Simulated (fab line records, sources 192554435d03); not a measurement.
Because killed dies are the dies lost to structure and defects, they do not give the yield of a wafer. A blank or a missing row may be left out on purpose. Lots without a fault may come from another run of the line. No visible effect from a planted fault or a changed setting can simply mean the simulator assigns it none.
Which tool was responsible? + flow n5 finfet + Sampling: 23 lots, 69 wafers, 6 of 1938 route steps

WHAT THE GAUGES SHOWED, per wafer
Not one reading of a measure or inspect step in the record can be checked against a usual standard deviation.

WHICH TOOL RAN EACH LOT (tool, then ch and the chambers of the sampled wafers, then the start)
| lot  | N5_BEOL_M3_ETCH_63                 | N5_BEOL_M3_DESCUM_33               | N5_BEOL_M3_VIA_ETCH_34             | N5_BEOL_M3_ALD_84                   | N5_BEOL_M3_ANNEAL_49         | N5_BEOL_M3_SPUTTER_86        |
|------|------------------------------------|------------------------------------|------------------------------------|-------------------------------------|------------------------------|------------------------------|
| L075 | rie diel-05 ch 0,1,3, day 7 16:58  | rie diel-01 ch 1,2,3, day 7 17:50  | rie diel-05 ch 0,3, day 8 07:07    | ald metal-01 ch 1,2,3, day 8 08:08  | pvd sputter-01, day 8 09:13  | pvd sputter-01, day 8 09:48  |
| L074 | rie diel-01 ch 2,3, day 7 17:09    | rie diel-06 ch 0,1,3, day 7 18:03  | rie diel-01 ch 2,3, day 8 08:55    | ald metal-02 ch 0,2,3, day 8 10:11  | pvd sputter-01, day 8 11:04  | pvd sputter-01, day 8 11:38  |
| L076 | rie diel-05 ch 0,1,3, day 7 20:22  | rie diel-05 ch 0,3, day 7 21:11    | rie diel-01 ch 1,3, day 7 21:52    | ald metal-02 ch 1,2, day 7 22:33    | pvd sputter-03, day 7 23:31  | pvd sputter-03, day 8 00:05  |
| L077 | rie diel-01 ch 1,2,3, day 7 22:45  | rie diel-06 ch 0,2,3, day 7 23:34  | rie diel-01 ch 1,2,3, day 8 02:17  | ald metal-02 ch 2,3, day 8 03:22    | pvd sputter-01, day 8 04:54  | pvd sputter-01, day 8 05:29  |
| L078 | rie diel-05 ch 0,1,3, day 8 03:07  | rie diel-01 ch 1,3, day 8 03:56    | rie diel-01 ch 2,3, day 8 05:35    | ald metal-01 ch 1,2,3, day 8 06:32  | pvd sputter-01, day 8 07:10  | pvd sputter-01, day 8 07:44  |
| L080 | rie diel-06 ch 0,3, day 8 13:31    | rie diel-05 ch 0,3, day 8 14:27    | rie diel-05 ch 0,1,2, day 8 17:04  | ald metal-01 ch 2,3, day 8 17:53    | pvd sputter-03, day 8 19:37  | pvd sputter-03, day 8 20:11  |
| L079 | rie diel-06 ch 0,1,2, day 8 14:35  | rie diel-06 ch 1,2, day 8 15:29    | rie diel-01 ch 2,3, day 8 19:15    | ald metal-02 ch 1,3, day 8 20:14    | pvd sputter-01, day 8 21:10  | pvd sputter-01, day 8 21:46  |
| L081 | rie diel-01 ch 0,1,3, day 9 07:20  | rie diel-05 ch 0,2, day 9 08:09    | rie diel-05 ch 0,2,3, day 9 12:13  | ald metal-01 ch 0,3, day 9 13:03    | pvd sputter-02, day 9 13:45  | pvd sputter-02, day 9 14:20  |
| L084 | rie diel-06 ch 0,2, day 10 00:01   | rie diel-05 ch 1,3, day 10 00:50   | rie diel-06 ch 0,1,2, day 10 02:04 | ald metal-04 ch 1,2,3, day 10 02:55 | pvd sputter-01, day 10 05:34 | pvd sputter-01, day 10 06:08 |
| L083 | rie diel-05 ch 0,1,2, day 10 02:56 | rie diel-06 ch 0,1,2, day 10 03:53 | rie diel-01 ch 0,2,3, day 10 18:51 | ald metal-04 ch 2,3, day 10 19:42   | pvd sputter-01, day 10 20:18 | pvd sputter-01, day 10 20:53 |
| L085 | rie diel-05 ch 0,2,3, day 10 08:55 | rie diel-01 ch 1,3, day 10 09:55   | rie diel-06 ch 0,1, day 10 19:01   | ald metal-01 ch 0,3, day 10 19:55   | pvd sputter-01, day 10 22:08 | pvd sputter-01, day 10 22:43 |
| L086 | rie diel-05 ch 0,2,3, day 10 15:38 | rie diel-05 ch 0,1,3, day 10 16:27 | rie diel-06 ch 0,1,3, day 10 23:49 | ald metal-04 ch 1,2,3, day 11 00:38 | pvd sputter-01, day 11 02:58 | pvd sputter-01, day 11 03:32 |
| L087 | rie diel-06 ch 2,3, day 10 16:19   | rie diel-05 ch 1,3, day 10 17:18   | rie diel-05 ch 1,3, day 11 04:55   | ald metal-02 ch 1,3, day 11 05:39   | pvd sputter-03, day 11 07:51 | pvd sputter-03, day 11 08:26 |
| L088 | rie diel-06 ch 1,2, day 11 00:11   | rie diel-05 ch 0,2,3, day 11 01:07 | rie diel-06 ch 1,3, day 11 08:55   | ald metal-01 ch 1,2, day 11 09:31   | pvd sputter-03, day 11 10:14 | pvd sputter-03, day 11 10:49 |
| L090 | rie diel-05 ch 0,2,3, day 11 00:41 | rie diel-06 ch 0,1,2, day 11 01:38 | rie diel-05 ch 1,2,3, day 11 14:00 | ald metal-02 ch 0,1,2, day 11 14:34 | pvd sputter-01, day 11 15:09 | pvd sputter-01, day 11 15:44 |
| L089 | rie diel-06 ch 0,1,3, day 11 01:47 | rie diel-01 ch 0,2, day 11 02:44   | rie diel-01 ch 1,2,3, day 12 02:12 | ald metal-02 ch 0,2, day 12 02:45   | pvd sputter-01, day 12 03:23 | pvd sputter-01, day 12 03:58 |
| L091 | rie diel-01 ch 2,3, day 12 17:13   | rie diel-06 ch 1,3, day 12 18:03   | rie diel-05 ch 1,3, day 12 21:25   | ald metal-04 ch 0,2,3, day 12 22:03 | pvd sputter-03, day 12 22:49 | pvd sputter-03, day 12 23:23 |
| L093 | rie diel-01 ch 1,2, day 12 22:06   | rie diel-01 ch 1,2,3, day 12 23:01 | rie diel-05 ch 1,2,3, day 14 01:33 | ald metal-02 ch 0,2,3, day 14 02:23 | pvd sputter-02, day 14 04:34 | pvd sputter-02, day 14 05:09 |
| L092 | rie diel-05 ch 0,1,3, day 13 00:07 | rie diel-06 ch 0,2, day 13 01:17   | rie diel-01 ch 2,3, day 14 01:40   | ald metal-04 ch 1,3, day 14 02:24   | pvd sputter-01, day 14 03:03 | pvd sputter-01, day 14 03:38 |
| L094 | rie diel-05 ch 0,3, day 13 07:41   | rie diel-05 ch 0,1, day 13 08:38   | rie diel-06 ch 0,1,3, day 14 04:55 | ald metal-01 ch 0,1,2, day 14 05:58 | pvd sputter-02, day 14 06:35 | pvd sputter-02, day 14 07:10 |
| L096 | rie diel-05 ch 0,3, day 14 05:56   | rie diel-05 ch 0,2,3, day 14 06:55 | rie diel-06 ch 0,1,3, day 14 11:24 | ald metal-01 ch 0,2, day 14 12:11   | pvd sputter-02, day 14 12:50 | pvd sputter-02, day 14 13:25 |
| L095 | rie diel-06 ch 0,2,3, day 14 06:40 | rie diel-06 ch 0,1,2, day 14 07:29 | rie diel-05 ch 0,1, day 14 15:11   | ald metal-04 ch 2,3, day 14 15:52   | pvd sputter-03, day 14 16:26 | pvd sputter-03, day 14 17:01 |
| L097 | rie diel-01 ch 0,2,3, day 14 15:49 | rie diel-05 ch 0,1,3, day 14 16:40 | rie diel-05 ch 0,1,2, day 14 18:32 | ald metal-04 ch 1,2, day 14 19:33   | pvd sputter-01, day 14 22:42 | pvd sputter-01, day 14 23:17 |
- N5_BEOL_M3_ETCH_63: etches SiARC in CF4, target depth 15.6 nm, time 26 s.
- N5_BEOL_M3_DESCUM_33: chemistry O2, time 7 s.
- N5_BEOL_M3_VIA_ETCH_34: etches the open film in C4F6/O2, target depth 69.4 nm, time 65.9 s.
- N5_BEOL_M3_ALD_84: deposits TaN, pulse time 2 s, purge time 3 s, co reactant purge time 2 s.
- N5_BEOL_M3_ANNEAL_49: time 240 s.
- N5_BEOL_M3_SPUTTER_86: material Cu, target thk 4.5 nm, time 8.29 s.

AS READ BY THE TOOLS THEMSELVES (means over the sampled wafers that have a number; for cases with no such wafer, the mark the record gives instead)
N5_BEOL_M3_ETCH_63.
| lot  | tool        | drypump motor current A (A) | etch rf on time s (s) | oes product au (a.u.) | rf fwd power W (W) | rf vpp V (V) | showerhead plenum p Torr (Torr) | throttle valve pct (%) |
|------|-------------|-----------------------------|-----------------------|-----------------------|--------------------|--------------|---------------------------------|------------------------|
| L075 | rie diel-05 | 5.4                         | 25.8                  | 0.71                  | 531.3              | 183.4        | 2.16                            | 15.76                  |
| L074 | rie diel-01 | 5.7                         | 26.0                  | 0.70                  | 530.5              | 184.0        | 2.20                            | 15.69                  |
| L076 | rie diel-05 | 5.4                         | 26.2                  | 0.70                  | 531.7              | 184.1        | 2.16                            | 15.76                  |
| L077 | rie diel-01 | 5.6                         | 27.0                  | 0.66                  | 531.2              | 184.9        | 2.21                            | 15.76                  |
| L078 | rie diel-05 | 5.3                         | 26.1                  | 0.69                  | 530.0              | 184.0        | 2.16                            | 15.77                  |
| L080 | rie diel-06 | 5.6                         | 25.1                  | 0.66                  | 530.6              | 183.1        | 2.10                            | 15.46                  |
| L079 | rie diel-06 | 5.6                         | 25.8                  | 0.68                  | 531.8              | 184.0        | 2.09                            | 15.61                  |
| L081 | rie diel-01 | 5.5                         | 27.7                  | 0.70                  | 533.3              | 183.9        | 2.22                            | 15.56                  |
| L084 | rie diel-06 | 5.7                         | 25.2                  | 0.65                  | 533.0              | 183.6        | 2.08                            | 15.81                  |
| L083 | rie diel-05 | 5.5                         | 25.8                  | 0.67                  | 531.8              | 184.0        | 2.18                            | 15.67                  |
| L085 | rie diel-05 | 5.3                         | 25.8                  | 0.67                  | 532.4              | 183.9        | 2.15                            | 15.81                  |
| L086 | rie diel-05 | 5.3                         | 25.8                  | 0.66                  | 530.9              | 184.0        | 2.15                            | 15.81                  |
| L087 | rie diel-06 | 6.1                         | 24.8                  | 0.64                  | 529.7              | 182.6        | 2.04                            | 15.73                  |
| L088 | rie diel-06 | 5.9                         | 25.8                  | 0.66                  | 532.1              | 182.6        | 2.06                            | 15.77                  |
| L090 | rie diel-05 | 5.3                         | 25.4                  | 0.66                  | 532.4              | 183.5        | 2.15                            | 15.81                  |
| L089 | rie diel-06 | 5.7                         | 25.8                  | 0.68                  | 530.5              | 183.1        | 2.08                            | 15.43                  |
| L091 | rie diel-01 | 5.6                         | 26.0                  | 0.66                  | 531.4              | 185.4        | 2.19                            | 15.78                  |
| L093 | rie diel-01 | 5.7                         | 26.1                  | 0.69                  | 531.8              | 184.3        | 2.16                            | 15.72                  |
| L092 | rie diel-05 | 5.4                         | 25.9                  | 0.66                  | 529.4              | 184.6        | 2.15                            | 15.83                  |
| L094 | rie diel-05 | 5.2                         | 26.1                  | 0.66                  | 531.0              | 183.7        | 2.12                            | 15.98                  |
| L096 | rie diel-05 | 5.1                         | 26.0                  | 0.66                  | 532.9              | 182.9        | 2.12                            | 15.98                  |
| L095 | rie diel-06 | 5.9                         | 25.3                  | 0.63                  | 531.8              | 183.0        | 2.06                            | 15.66                  |
| L097 | rie diel-01 | 5.5                         | 26.9                  | 0.68                  | 532.5              | 184.4        | 2.20                            | 15.58                  |

N5_BEOL_M3_DESCUM_33.
| lot  | tool        | drypump motor current A (A) | oes product au (a.u.) | rf fwd power W (W) | rf vpp V (V) | showerhead plenum p Torr (Torr) | throttle valve pct (%) |
|------|-------------|-----------------------------|-----------------------|--------------------|--------------|---------------------------------|------------------------|
| L075 | rie diel-01 | 5.6                         | 0.78                  | 49.37              | 244.0        | 2.16                            | 20.6                   |
| L074 | rie diel-06 | 5.7                         | 0.80                  | 49.50              | 242.2        | 2.03                            | 20.1                   |
| L076 | rie diel-05 | 5.3                         | 0.89                  | 49.05              | 244.0        | 2.14                            | 20.3                   |
| L077 | rie diel-06 | 5.8                         | 0.74                  | 49.28              | 241.7        | 2.02                            | 20.3                   |
| L078 | rie diel-01 | 5.5                         | 0.82                  | 49.38              | 244.8        | 2.21                            | 20.6                   |
| L080 | rie diel-05 | 5.2                         | 0.81                  | 49.29              | 244.1        | 2.07                            | 20.6                   |
| L079 | rie diel-06 | 5.9                         | 0.79                  | 49.33              | 243.0        | 2.00                            | 20.5                   |
| L081 | rie diel-05 | 5.4                         | 0.86                  | 49.16              | 244.6        | 2.16                            | 20.3                   |
| L084 | rie diel-05 | 5.2                         | 0.73                  | 49.32              | 242.4        | 2.03                            | 20.8                   |
| L083 | rie diel-06 | 5.6                         | 0.79                  | 49.25              | 242.5        | 2.02                            | 20.3                   |
| L085 | rie diel-01 | 5.6                         | 0.74                  | 49.38              | 244.3        | 2.17                            | 20.7                   |
| L086 | rie diel-05 | 5.3                         | 0.80                  | 49.37              | 243.8        | 2.09                            | 20.5                   |
| L087 | rie diel-05 | 5.3                         | 0.72                  | 49.35              | 241.0        | 2.03                            | 20.8                   |
| L088 | rie diel-05 | 5.3                         | 0.77                  | 49.24              | 243.0        | 2.09                            | 20.6                   |
| L090 | rie diel-06 | 5.6                         | 0.78                  | 49.32              | 243.1        | 2.02                            | 20.3                   |
| L089 | rie diel-01 | 5.4                         | 0.88                  | 49.41              | 243.7        | 2.12                            | 20.2                   |
| L091 | rie diel-06 | 6.2                         | 0.77                  | 49.48              | 240.9        | 1.99                            | 20.1                   |
| L093 | rie diel-01 | 5.6                         | 0.84                  | 49.38              | 244.1        | 2.15                            | 20.5                   |
| L092 | rie diel-06 | 5.5                         | 0.73                  | 49.32              | 242.1        | 2.04                            | 20.4                   |
| L094 | rie diel-05 | 5.5                         | 0.84                  | 49.11              | 244.4        | 2.15                            | 20.2                   |
| L096 | rie diel-05 | 5.3                         | 0.85                  | 49.19              | 242.6        | 2.08                            | 20.5                   |
| L095 | rie diel-06 | 5.6                         | 0.76                  | 49.21              | 241.8        | 2.01                            | 20.4                   |
| L097 | rie diel-05 | 5.3                         | 0.77                  | 49.39              | 243.6        | 2.08                            | 20.5                   |

N5_BEOL_M3_VIA_ETCH_34.
| lot  | tool        | C4F6_flow_sccm (sccm) | drypump motor current A (A) | oes product au (a.u.) | rf fwd power W (W) | rf vpp V (V) | showerhead plenum p Torr (Torr) | throttle valve pct (%) |
|------|-------------|-----------------------|-----------------------------|-----------------------|--------------------|--------------|---------------------------------|------------------------|
| L075 | rie diel-05 | 10.01                 | 5.2                         | 0.89                  | 347.5              | 669          | 2.92                            | 30.8                   |
| L074 | rie diel-01 | 9.99                  | 5.7                         | 0.82                  | 347.4              | 669          | 2.90                            | 31.0                   |
| L076 | rie diel-01 | 9.99                  | 5.6                         | 0.80                  | 346.3              | 684          | 2.96                            | 30.8                   |
| L077 | rie diel-01 | 10.02                 | 5.6                         | 0.77                  | 346.4              | 676          | 2.92                            | 30.9                   |
| L078 | rie diel-01 | 9.97                  | 5.7                         | 0.81                  | 346.1              | 669          | 2.91                            | 31.0                   |
| L080 | rie diel-05 | 10.01                 | 5.5                         | 0.80                  | 346.4              | 670          | 2.88                            | 30.6                   |
| L079 | rie diel-01 | 10.02                 | 5.6                         | 0.84                  | 346.5              | 676          | 2.95                            | 31.0                   |
| L081 | rie diel-05 | 9.98                  | 5.3                         | 0.78                  | 345.9              | 657          | 2.85                            | 30.9                   |
| L084 | rie diel-06 | 10.02                 | 5.6                         | 0.79                  | 346.9              | 670          | 2.77                            | 30.7                   |
| L083 | rie diel-01 | 9.98                  | 5.5                         | 0.85                  | 346.2              | 672          | 2.93                            | 31.0                   |
| L085 | rie diel-06 | 10.04                 | 5.5                         | 0.83                  | 347.8              | 665          | 2.78                            | 30.6                   |
| L086 | rie diel-06 | 9.97                  | 5.7                         | 0.78                  | 347.5              | 663          | 2.76                            | 30.4                   |
| L087 | rie diel-05 | 10.00                 | 5.4                         | 0.72                  | 346.8              | 661          | 2.80                            | 30.9                   |
| L088 | rie diel-06 | 10.00                 | 6.1                         | 0.78                  | 347.1              | 664          | 2.73                            | 30.3                   |
| L090 | rie diel-05 | 10.00                 | 5.4                         | 0.70                  | 346.3              | 653          | 2.79                            | 31.0                   |
| L089 | rie diel-01 | 10.01                 | 5.6                         | 0.85                  | 346.3              | 677          | 2.90                            | 30.8                   |
| L091 | rie diel-05 | 9.99                  | 5.3                         | 0.70                  | 346.7              | 649          | 2.76                            | 31.3                   |
| L093 | rie diel-05 | 10.00                 | 5.4                         | 0.79                  | 346.2              | 654          | 2.78                            | 31.0                   |
| L092 | rie diel-01 | 10.00                 | 5.6                         | 0.79                  | 347.4              | 674          | 2.93                            | 31.0                   |
| L094 | rie diel-06 | 10.00                 | 5.7                         | 0.76                  | 347.6              | 663          | 2.75                            | 30.4                   |
| L096 | rie diel-06 | 9.98                  | 5.7                         | 0.77                  | 347.6              | 663          | 2.75                            | 30.4                   |
| L095 | rie diel-05 | 9.98                  | 5.5                         | 0.77                  | 347.6              | 677          | 2.87                            | 30.6                   |
| L097 | rie diel-05 | 10.02                 | 5.5                         | 0.85                  | 346.5              | 669          | 2.86                            | 30.6                   |

N5_BEOL_M3_ALD_84.
| lot  | tool         | heater power w (W) |
|------|--------------|--------------------|
| L075 | ald metal-01 | 394                |
| L074 | ald metal-02 | 423                |
| L076 | ald metal-02 | 392                |
| L077 | ald metal-02 | 414                |
| L078 | ald metal-01 | 392                |
| L080 | ald metal-01 | 400                |
| L079 | ald metal-02 | 392                |
| L081 | ald metal-01 | 419                |
| L084 | ald metal-04 | 387                |
| L083 | ald metal-04 | 423                |
| L085 | ald metal-01 | 439                |
| L086 | ald metal-04 | 394                |
| L087 | ald metal-02 | 403                |
| L088 | ald metal-01 | 403                |
| L090 | ald metal-02 | 416                |
| L089 | ald metal-02 | 426                |
| L091 | ald metal-04 | 418                |
| L093 | ald metal-02 | 427                |
| L092 | ald metal-04 | 365                |
| L094 | ald metal-01 | 412                |
| L096 | ald metal-01 | 425                |
| L095 | ald metal-04 | 417                |
| L097 | ald metal-04 | 356                |

N5_BEOL_M3_ANNEAL_49.
| lot  | tool           | heater power w (W) |
|------|----------------|--------------------|
| L075 | pvd sputter-01 | 773                |
| L074 | pvd sputter-01 | 747                |
| L076 | pvd sputter-03 | 933                |
| L077 | pvd sputter-01 | 782                |
| L078 | pvd sputter-01 | 746                |
| L080 | pvd sputter-03 | 940                |
| L079 | pvd sputter-01 | 710                |
| L081 | pvd sputter-02 | 835                |
| L084 | pvd sputter-01 | 773                |
| L083 | pvd sputter-01 | 765                |
| L085 | pvd sputter-01 | 770                |
| L086 | pvd sputter-01 | 811                |
| L087 | pvd sputter-03 | 903                |
| L088 | pvd sputter-03 | 892                |
| L090 | pvd sputter-01 | 805                |
| L089 | pvd sputter-01 | 789                |
| L091 | pvd sputter-03 | 909                |
| L093 | pvd sputter-02 | 830                |
| L092 | pvd sputter-01 | 782                |
| L094 | pvd sputter-02 | 865                |
| L096 | pvd sputter-02 | 765                |
| L095 | pvd sputter-03 | 892                |
| L097 | pvd sputter-01 | 816                |

N5_BEOL_M3_SPUTTER_86.
| lot  | tool           | throttle valve pct (%) |
|------|----------------|------------------------|
| L075 | pvd sputter-01 | 29.8                   |
| L074 | pvd sputter-01 | 29.8                   |
| L076 | pvd sputter-03 | 30.0                   |
| L077 | pvd sputter-01 | 29.7                   |
| L078 | pvd sputter-01 | 29.7                   |
| L080 | pvd sputter-03 | 30.5                   |
| L079 | pvd sputter-01 | 29.8                   |
| L081 | pvd sputter-02 | 29.5                   |
| L084 | pvd sputter-01 | 29.6                   |
| L083 | pvd sputter-01 | 29.6                   |
| L085 | pvd sputter-01 | 29.8                   |
| L086 | pvd sputter-01 | 29.6                   |
| L087 | pvd sputter-03 | 29.9                   |
| L088 | pvd sputter-03 | 29.7                   |
| L090 | pvd sputter-01 | 29.6                   |
| L089 | pvd sputter-01 | 29.6                   |
| L091 | pvd sputter-03 | 30.4                   |
| L093 | pvd sputter-02 | 29.4                   |
| L092 | pvd sputter-01 | 29.4                   |
| L094 | pvd sputter-02 | 29.8                   |
| L096 | pvd sputter-02 | 29.2                   |
| L095 | pvd sputter-03 | 30.2                   |
| L097 | pvd sputter-01 | 29.6                   |

THE ANSWER, worked out from the rows above alone
Rule: the lots themselves supply what counts as usual. Put in order of their means at a reading, lots are off if they are a third of the lots or fewer, leave a main group of 4 or more, and stand apart from it by a gap of 3 or more times the standard deviation of the main group's means; of several such gaps the widest counts. A main group is skipped when, at the precision printed for the reading in the tables above, its means are all equal. A lot without any number at a reading at which 4 lots or more have one is off too. All remaining lots with rows at the step are treated as sound. The gauges are gone through in route order, then the tools' own readings, and for those a lot's mean is taken as printed above. At the first step where some lot is off, the reading lying furthest off is the one used; lots without a number count as furthest.
None of the lots is off at any reading shown; this tells nothing.

WHAT THE SIMULATOR HAD INSERTED
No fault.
